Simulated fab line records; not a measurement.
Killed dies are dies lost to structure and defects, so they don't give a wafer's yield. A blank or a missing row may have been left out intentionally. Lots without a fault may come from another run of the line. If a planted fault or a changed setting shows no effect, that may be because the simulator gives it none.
The tool behind it: which one? + flow n5 finfet + Sampling: 22 lots, 66 wafers, 6 of 1938 route steps

== WHAT EACH GAUGE READ, for each wafer ==
N5_BEOL_M13_INSPECT_30: inspects for defects (macro).
| lot  | measured     | on                | raw defect count |
|------|--------------|-------------------|------------------|
| L074 | day 10 18:54 | defect inspect-02 | 2 5 4            |
| L077 | day 11 11:11 | defect inspect-02 | 3 0 1            |
| L075 | day 11 12:31 | defect inspect-01 | 4 3 1            |
| L078 | day 11 19:32 | defect inspect-02 | 2 6 0            |
| L076 | day 11 19:52 | defect inspect-01 | 0 4 1            |
| L081 | day 12 02:57 | defect inspect-02 | 0 2 2            |
| L079 | day 12 06:40 | defect inspect-02 | 1 1 4            |
| L082 | day 12 20:16 | defect inspect-02 | 1 1 3            |
| L083 | day 13 07:48 | defect inspect-01 | 4 3 1            |
| L084 | day 13 23:47 | defect inspect-01 | 0 2 2            |
| L088 | day 14 05:16 | defect inspect-01 | 5 2 2            |
| L085 | day 14 05:31 | defect inspect-02 | 4 1 1            |
| L086 | day 14 11:57 | defect inspect-02 | 1 3 2            |
| L087 | day 14 19:58 | defect inspect-01 | 1 2 0            |
| L089 | day 15 05:37 | defect inspect-01 | 1 2 3            |
| L090 | day 15 05:50 | defect inspect-02 | 3 1 3            |
| L092 | day 15 06:05 | defect inspect-01 | 5 3 3            |
| L091 | day 15 06:17 | defect inspect-02 | 1 1 6            |
| L093 | day 15 17:14 | defect inspect-02 | 2 1 3            |
| L097 | day 16 13:25 | defect inspect-02 | 4 2 3            |
| L095 | day 16 13:37 | defect inspect-01 | 4 6 2            |
| L096 | day 16 15:04 | defect inspect-02 | 1 1 3            |

N5_BEOL_M15_CD_MEAS_17: the cd target is 360 nm.
| lot  | measured     | on        | cd nm (nm)        |
|------|--------------|-----------|-------------------|
| L074 | day 11 04:29 | cd sem-02 | 364.9 360.9 355.1 |
| L077 | day 11 23:48 | cd sem-03 | 357.2 360.1 358.4 |
| L075 | day 12 00:47 | cd sem-01 | 360.7 363.3 360.5 |
| L078 | day 12 04:57 | cd sem-03 | 358.0 363.2 361.0 |
| L076 | day 12 06:05 | cd sem-03 | 352.9 359.6 356.8 |
| L081 | day 12 14:01 | cd sem-03 | 358.8 360.4 362.1 |
| L079 | day 12 19:29 | cd sem-01 | 358.8 356.7 357.7 |
| L082 | day 13 06:32 | cd sem-01 | 352.6 357.7 353.5 |
| L083 | day 13 16:25 | cd sem-01 | 357.6 360.1 359.4 |
| L084 | day 14 11:50 | cd sem-01 | 361.7 358.3 354.9 |
| L088 | day 14 14:38 | cd sem-03 | 361.0 356.8 360.8 |
| L085 | day 14 18:48 | cd sem-02 | 352.8 355.0 355.0 |
| L086 | day 14 23:59 | cd sem-02 | 355.1 360.8 360.4 |
| L087 | day 15 04:45 | cd sem-01 | 362.0 361.7 362.2 |
| L089 | day 15 19:54 | cd sem-02 | 354.8 360.8 352.5 |
| L090 | day 15 20:20 | cd sem-01 | 354.6 356.9 353.7 |
| L092 | day 15 20:49 | cd sem-02 | 356.7 355.6 361.1 |
| L091 | day 15 21:19 | cd sem-02 | 366.8 363.9 364.5 |
| L093 | day 16 02:57 | cd sem-01 | 363.1 359.9 359.7 |
| L097 | day 17 00:17 | cd sem-02 | 358.2 359.6 360.7 |
| L095 | day 17 03:39 | cd sem-02 | 356.8 363.4 358.3 |
| L096 | day 17 05:02 | cd sem-02 | 361.1 361.1 362.7 |

== WHICH TOOL RAN EACH LOT (tool, then ch and the chambers of the sampled wafers, then the start) ==
| lot  | N5_BEOL_M13_ETCH_38                | N5_BEOL_M14_DESCUM_15              | N5_BEOL_M14_DESCUM_33              | N5_BEOL_M14_SPUTTER_44       |
|------|------------------------------------|------------------------------------|------------------------------------|------------------------------|
| L074 | rie diel-01 ch 2,3, day 10 19:43   | rie diel-02 ch 1,2,3, day 10 23:10 | rie diel-02 ch 0,2,3, day 11 00:09 | pvd sputter-01, day 11 02:04 |
| L077 | rie diel-05 ch 1,3, day 11 13:25   | rie diel-06 ch 1,2, day 11 16:33   | rie diel-02 ch 1,2, day 11 17:54   | pvd sputter-03, day 11 20:19 |
| L075 | rie diel-01 ch 0,1,3, day 11 13:28 | rie diel-04 ch 0,2, day 11 17:12   | rie diel-06 ch 1,2, day 11 18:14   | pvd sputter-01, day 11 20:29 |
| L078 | rie diel-03 ch 0,1,2, day 11 20:17 | rie diel-04 ch 2,3, day 12 00:08   | rie diel-06 ch 0,2, day 12 00:59   | pvd sputter-01, day 12 02:38 |
| L076 | rie diel-01 ch 0,1, day 11 20:37   | rie diel-06 ch 0,2,3, day 12 00:19 | rie diel-02 ch 1,2,3, day 12 01:16 | pvd sputter-01, day 12 03:16 |
| L081 | rie diel-01 ch 0,3, day 12 05:56   | rie diel-02 ch 1,2, day 12 08:17   | rie diel-04 ch 1,2,3, day 12 09:08 | pvd sputter-03, day 12 11:42 |
| L079 | rie diel-05 ch 1,2,3, day 12 11:53 | rie diel-02 ch 1,2, day 12 14:27   | rie diel-06 ch 1,3, day 12 15:26   | pvd sputter-02, day 12 17:04 |
| L082 | rie diel-03 ch 2,3, day 12 22:23   | rie diel-02 ch 2,3, day 13 01:09   | rie diel-02 ch 0,2,3, day 13 02:00 | pvd sputter-03, day 13 04:05 |
| L083 | rie diel-05 ch 0,3, day 13 09:17   | rie diel-04 ch 1,3, day 13 11:43   | rie diel-04 ch 1,2, day 13 12:41   | pvd sputter-01, day 13 13:55 |
| L084 | rie diel-01 ch 0,1,2, day 14 02:01 | rie diel-04 ch 0,3, day 14 04:46   | rie diel-04 ch 0,1,2, day 14 05:44 | pvd sputter-02, day 14 09:00 |
| L088 | rie diel-01 ch 0,1, day 14 06:37   | rie diel-02 ch 0,2,3, day 14 09:36 | rie diel-06 ch 0,1,2, day 14 10:34 | pvd sputter-01, day 14 12:12 |
| L085 | rie diel-01 ch 0,2,3, day 14 07:51 | rie diel-02 ch 0,2,3, day 14 10:56 | rie diel-06 ch 1,2,3, day 14 11:52 | pvd sputter-02, day 14 16:20 |
| L086 | rie diel-01 ch 0,3, day 14 15:58   | rie diel-04 ch 0,1, day 14 19:08   | rie diel-04 ch 0,1, day 14 19:59   | pvd sputter-03, day 14 21:32 |
| L087 | rie diel-05 ch 2,3, day 14 21:11   | rie diel-04 ch 0,3, day 14 23:41   | rie diel-06 ch 0,1,3, day 15 00:32 | pvd sputter-02, day 15 02:14 |
| L089 | rie diel-03 ch 0,1,3, day 15 09:19 | rie diel-04 ch 1,2, day 15 14:40   | rie diel-02 ch 1,2,3, day 15 15:39 | pvd sputter-03, day 15 17:24 |
| L090 | rie diel-01 ch 2,3, day 15 09:31   | rie diel-06 ch 0,1, day 15 14:43   | rie diel-06 ch 2,3, day 15 15:59   | pvd sputter-02, day 15 17:28 |
| L092 | rie diel-05 ch 0,2,3, day 15 09:37 | rie diel-06 ch 0,1,3, day 15 15:04 | rie diel-04 ch 0,1,2, day 15 16:02 | pvd sputter-03, day 15 17:48 |
| L091 | rie diel-01 ch 2,3, day 15 09:39   | rie diel-02 ch 0,3, day 15 15:13   | rie diel-02 ch 1,2, day 15 16:16   | pvd sputter-01, day 15 18:10 |
| L093 | rie diel-01 ch 0,3, day 15 17:58   | rie diel-04 ch 2,3, day 15 20:47   | rie diel-02 ch 0,1,2, day 15 21:52 | pvd sputter-02, day 16 00:38 |
| L097 | rie diel-01 ch 1,2,3, day 16 16:08 | rie diel-06 ch 0,2,3, day 16 18:40 | rie diel-06 ch 0,1,3, day 16 19:38 | pvd sputter-02, day 16 21:25 |
| L095 | rie diel-03 ch 0,1,2, day 16 19:17 | rie diel-06 ch 0,1,3, day 16 22:10 | rie diel-06 ch 0,3, day 16 23:01   | pvd sputter-01, day 17 01:07 |
| L096 | rie diel-01 ch 0,2,3, day 16 20:22 | rie diel-02 ch 0,1,3, day 16 23:04 | rie diel-02 ch 0,2,3, day 16 23:59 | pvd sputter-03, day 17 01:24 |
- N5_BEOL_M13_ETCH_38: etches SiCN in CF4/N2, target depth 67.5 nm, time 71.9 s.
- N5_BEOL_M14_DESCUM_15: chemistry O2, time 7.9 s.
- N5_BEOL_M14_DESCUM_33: chemistry O2, time 7.9 s.
- N5_BEOL_M14_SPUTTER_44: material Ta, target thk 15 nm, time 24.19 s.

== WHAT THE TOOLS THEMSELVES READ (means of the sampled wafers that have a number; where no wafer has one, the mark that the record gives instead) ==
N5_BEOL_M13_ETCH_38.
| lot  | tool        | bias w (W) | chamber pressure mTorr (mTorr) | drypump motor current A (A) | oes product au (a.u.) | rf vpp V (V) | showerhead plenum p Torr (Torr) | throttle valve pct (%) |
|------|-------------|------------|--------------------------------|-----------------------------|-----------------------|--------------|---------------------------------|------------------------|
| L074 | rie diel-01 | 69.85      | 40.02                          | 6.1                         | 0.77                  | 380.6        | 2.13                            | 15.36                  |
| L077 | rie diel-05 | 69.96      | 39.99                          | 5.5                         | 0.83                  | 382.8        | 2.24                            | 15.24                  |
| L075 | rie diel-01 | 69.89      | 39.98                          | 6.0                         | 0.81                  | 382.7        | 2.22                            | 15.36                  |
| L078 | rie diel-03 | 70.14      | 40.00                          | 5.5                         | 0.85                  | 381.3        | 2.18                            | 15.50                  |
| L076 | rie diel-01 | 69.94      | 40.00                          | 5.9                         | 0.80                  | 383.3        | 2.24                            | 15.40                  |
| L081 | rie diel-01 | 69.83      | 39.99                          | 6.2                         | 0.72                  | 380.9        | 2.14                            | 15.49                  |
| L079 | rie diel-05 | 69.89      | 39.98                          | 5.5                         | 0.85                  | 383.1        | 2.23                            | 15.18                  |
| L082 | rie diel-03 | 69.93      | 39.97                          | 5.6                         | 0.77                  | 380.9        | 2.17                            | 15.47                  |
| L083 | rie diel-05 | 69.97      | 40.04                          | 6.1                         | 0.82                  | 381.2        | 2.16                            | 15.51                  |
| L084 | rie diel-01 | 70.13      | 39.99                          | 5.8                         | 0.82                  | 382.2        | 2.22                            | 15.34                  |
| L088 | rie diel-01 | 70.29      | 40.03                          | 5.8                         | 0.86                  | 383.3        | 2.29                            | 15.29                  |
| L085 | rie diel-01 | 70.02      | 39.98                          | 6.0                         | 0.75                  | 380.1        | 2.14                            | 15.45                  |
| L086 | rie diel-01 | 70.04      | 39.98                          | 6.2                         | 0.70                  | 381.1        | 2.14                            | 15.51                  |
| L087 | rie diel-05 | 69.92      | 39.98                          | 5.6                         | 0.83                  | 383.1        | 2.22                            | 15.15                  |
| L089 | rie diel-03 | 69.97      | 40.00                          | 5.9                         | 0.86                  | 380.2        | 2.16                            | 15.34                  |
| L090 | rie diel-01 | 70.03      | 39.99                          | 6.1                         | 0.74                  | 381.3        | 2.12                            | 15.43                  |
| L092 | rie diel-05 | 70.15      | 39.96                          | 5.9                         | 0.81                  | 381.3        | 2.19                            | 15.36                  |
| L091 | rie diel-01 | 69.68      | 40.00                          | 6.1                         | 0.74                  | 380.1        | 2.12                            | 15.42                  |
| L093 | rie diel-01 | 70.00      | 40.00                          | 6.1                         | 0.69                  | 381.0        | 2.16                            | 15.58                  |
| L097 | rie diel-01 | 69.95      | 40.02                          | 5.9                         | 0.80                  | 381.8        | 2.19                            | 15.33                  |
| L095 | rie diel-03 | 69.99      | 40.04                          | 5.5                         | 0.89                  | 380.8        | 2.17                            | 15.41                  |
| L096 | rie diel-01 | 70.11      | 39.97                          | 6.0                         | 0.73                  | 380.5        | 2.14                            | 15.49                  |

N5_BEOL_M14_DESCUM_15.
| lot  | tool        | chamber pressure mTorr (mTorr) | drypump motor current A (A) | oes product au (a.u.) | rf vpp V (V) | showerhead plenum p Torr (Torr) | temp c (C) | throttle valve pct (%) |
|------|-------------|--------------------------------|-----------------------------|-----------------------|--------------|---------------------------------|------------|------------------------|
| L074 | rie diel-02 | 20.009                         | 5.2                         | 0.75                  | 242.9        | 2.05                            | 39.84      | 20.39                  |
| L077 | rie diel-06 | 19.987                         | 5.7                         | 0.77                  | 242.7        | 2.05                            | 40.03      | 20.67                  |
| L075 | rie diel-04 | 20.013                         | 6.0                         | 0.69                  | 243.3        | 2.09                            | 39.97      | 20.50                  |
| L078 | rie diel-04 | 20.004                         | 5.7                         | 0.73                  | 241.5        | 2.03                            | 40.07      | 20.54                  |
| L076 | rie diel-06 | 20.017                         | 5.6                         | 0.81                  | 242.6        | 2.04                            | 40.02      | 20.42                  |
| L081 | rie diel-02 | 19.995                         | 5.3                         | 0.71                  | 242.4        | 2.04                            | 39.88      | 20.32                  |
| L079 | rie diel-02 | 20.008                         | 5.3                         | 0.70                  | 242.5        | 2.04                            | 40.10      | 20.34                  |
| L082 | rie diel-02 | 20.002                         | 4.9                         | 0.74                  | 243.2        | 2.11                            | 40.11      | 20.51                  |
| L083 | rie diel-04 | 20.002                         | 5.3                         | 0.73                  | 242.5        | 1.99                            | 40.09      | 20.67                  |
| L084 | rie diel-04 | 19.997                         | 5.9                         | 0.89                  | 243.5        | 2.11                            | 40.11      | 20.41                  |
| L088 | rie diel-02 | 19.974                         | 5.3                         | 0.81                  | 244.3        | 2.11                            | 39.98      | 20.46                  |
| L085 | rie diel-02 | 19.981                         | 5.3                         | 0.81                  | 243.7        | 2.11                            | 39.98      | 20.45                  |
| L086 | rie diel-04 | 20.000                         | 5.8                         | 0.87                  | 242.8        | 2.10                            | 40.10      | 20.46                  |
| L087 | rie diel-04 | 19.989                         | 5.9                         | 0.87                  | 243.2        | 2.11                            | 39.90      | 20.43                  |
| L089 | rie diel-04 | 19.990                         | 5.4                         | 0.79                  | 241.3        | 1.99                            | 39.90      | 20.54                  |
| L090 | rie diel-06 | 19.991                         | 5.8                         | 0.85                  | 241.5        | 2.01                            | 40.10      | 20.28                  |
| L092 | rie diel-06 | 19.993                         | 5.8                         | 0.82                  | 241.8        | 2.01                            | 40.04      | 20.36                  |
| L091 | rie diel-02 | 19.995                         | 5.7                         | 0.87                  | 243.6        | 2.10                            | 40.15      | 20.40                  |
| L093 | rie diel-04 | 20.006                         | 5.8                         | 0.86                  | 242.3        | 2.03                            | 40.09      | 20.31                  |
| L097 | rie diel-06 | 20.013                         | 5.6                         | 0.78                  | 242.0        | 2.03                            | 40.09      | 20.47                  |
| L095 | rie diel-06 | 19.977                         | 5.8                         | 0.81                  | 242.8        | 2.01                            | 39.91      | 20.38                  |
| L096 | rie diel-02 | 19.993                         | 5.6                         | 0.86                  | 243.5        | 2.12                            | 39.98      | 20.31                  |

N5_BEOL_M14_DESCUM_33.
| lot  | tool        | chamber pressure mTorr (mTorr) | drypump motor current A (A) | oes product au (a.u.) | rf vpp V (V) | showerhead plenum p Torr (Torr) | temp c (C) | throttle valve pct (%) |
|------|-------------|--------------------------------|-----------------------------|-----------------------|--------------|---------------------------------|------------|------------------------|
| L074 | rie diel-02 | 20.003                         | 5.3                         | 0.75                  | 243.2        | 2.12                            | 40.08      | 20.45                  |
| L077 | rie diel-02 | 19.989                         | 5.1                         | 0.72                  | 242.9        | 2.10                            | 39.99      | 20.41                  |
| L075 | rie diel-06 | 20.009                         | 6.0                         | 0.81                  | 242.2        | 2.03                            | 40.04      | 20.56                  |
| L078 | rie diel-06 | 20.011                         | 5.6                         | 0.85                  | 242.7        | 2.05                            | 39.93      | 20.33                  |
| L076 | rie diel-02 | 20.008                         | 5.2                         | 0.74                  | 242.8        | 2.05                            | 40.01      | 20.42                  |
| L081 | rie diel-04 | 19.998                         | 5.5                         | 0.72                  | 241.6        | 2.02                            | 40.00      | 20.58                  |
| L079 | rie diel-06 | 20.005                         | 6.0                         | 0.84                  | 242.1        | 2.01                            | 40.03      | 20.44                  |
| L082 | rie diel-02 | 19.990                         | 5.3                         | 0.83                  | 243.7        | 2.11                            | 40.02      | 20.43                  |
| L083 | rie diel-04 | 20.014                         | 5.7                         | 0.70                  | 242.1        | 2.02                            | 40.00      | 20.54                  |
| L084 | rie diel-04 | 20.000                         | 5.7                         | 0.90                  | 243.0        | 2.06                            | 40.07      | 20.40                  |
| L088 | rie diel-06 | 20.006                         | 5.8                         | 0.80                  | 242.6        | 2.03                            | 40.04      | 20.50                  |
| L085 | rie diel-06 | 20.008                         | 5.7                         | 0.78                  | 243.3        | 2.02                            | 40.06      | 20.56                  |
| L086 | rie diel-04 | 19.994                         | 5.4                         | 0.79                  | 242.6        | 2.03                            | 39.98      | 20.59                  |
| L087 | rie diel-06 | 19.987                         | 5.8                         | 0.82                  | 241.9        | 2.01                            | 40.04      | 20.36                  |
| L089 | rie diel-02 | 20.010                         | 5.2                         | 0.81                  | 244.2        | 2.13                            | 40.03      | 20.37                  |
| L090 | rie diel-06 | 19.997                         | 5.5                         | 0.77                  | 242.4        | 2.03                            | 39.89      | 20.53                  |
| L092 | rie diel-04 | 19.994                         | 5.7                         | 0.85                  | 242.5        | 2.06                            | 40.06      | 20.41                  |
| L091 | rie diel-02 | 20.012                         | 5.4                         | 0.89                  | 245.7        | 2.20                            | 39.91      | 20.19                  |
| L093 | rie diel-02 | 19.994                         | 5.5                         | 0.86                  | 243.5        | 2.18                            | 39.90      | 20.29                  |
| L097 | rie diel-06 | 19.992                         | 5.8                         | 0.81                  | 242.0        | 2.01                            | 40.02      | 20.37                  |
| L095 | rie diel-06 | 19.984                         | 5.7                         | 0.82                  | 242.9        | 2.02                            | 39.91      | 20.26                  |
| L096 | rie diel-02 | 19.999                         | 5.3                         | 0.87                  | 243.4        | 2.10                            | 39.97      | 20.39                  |

N5_BEOL_M14_SPUTTER_44.
| lot  | tool           | chamber pressure pa (Pa) | throttle valve pct (%) |
|------|----------------|--------------------------|------------------------|
| L074 | pvd sputter-01 | 0.07                     | 30.3                   |
| L077 | pvd sputter-03 | 0.07                     | 28.7                   |
| L075 | pvd sputter-01 | 0.07                     | 29.1                   |
| L078 | pvd sputter-01 | 0.07                     | 31.0                   |
| L076 | pvd sputter-01 | 0.07                     | 30.1                   |
| L081 | pvd sputter-03 | 0.07                     | 29.1                   |
| L079 | pvd sputter-02 | 0.07                     | 29.9                   |
| L082 | pvd sputter-03 | 0.07                     | 29.2                   |
| L083 | pvd sputter-01 | 0.07                     | 29.6                   |
| L084 | pvd sputter-02 | 0.07                     | 30.1                   |
| L088 | pvd sputter-01 | 0.07                     | 31.2                   |
| L085 | pvd sputter-02 | 0.07                     | 30.1                   |
| L086 | pvd sputter-03 | 0.07                     | 28.8                   |
| L087 | pvd sputter-02 | 0.07                     | 29.7                   |
| L089 | pvd sputter-03 | 0.07                     | 29.1                   |
| L090 | pvd sputter-02 | 0.07                     | 30.1                   |
| L092 | pvd sputter-03 | 0.07                     | 28.8                   |
| L091 | pvd sputter-01 | 0.07                     | 30.6                   |
| L093 | pvd sputter-02 | 0.07                     | 30.1                   |
| L097 | pvd sputter-02 | 0.07                     | 30.1                   |
| L095 | pvd sputter-01 | 0.07                     | 30.0                   |
| L096 | pvd sputter-03 | 0.07                     | 29.0                   |

== THE ANSWER, worked out from the rows above alone ==
Rule: the lots themselves supply what counts as usual. Put in order of their means at a reading, lots are off if they are a third of the lots or fewer, leave a main group of 4 or more, and stand apart from it by a gap of 3 or more times the standard deviation of the main group's means; of several such gaps the widest counts. The tables above print the reading to a certain number of digits; a main group whose means all agree to those digits is not used. A lot without any number at a reading at which 4 lots or more have one is off too. Where the step has rows for the other lots, those lots are counted as sound. After the gauges, taken in route order, come the tools' own readings; for these a lot's mean is taken, as printed above. The first step at which some lot is off is used, and at that step the reading that is off furthest; a lot without a number counts as furthest.
Across all readings shown, no lot is off: no conclusion can be drawn from this.

== WHAT HAD BEEN PUT IN BY THE SIMULATOR ==
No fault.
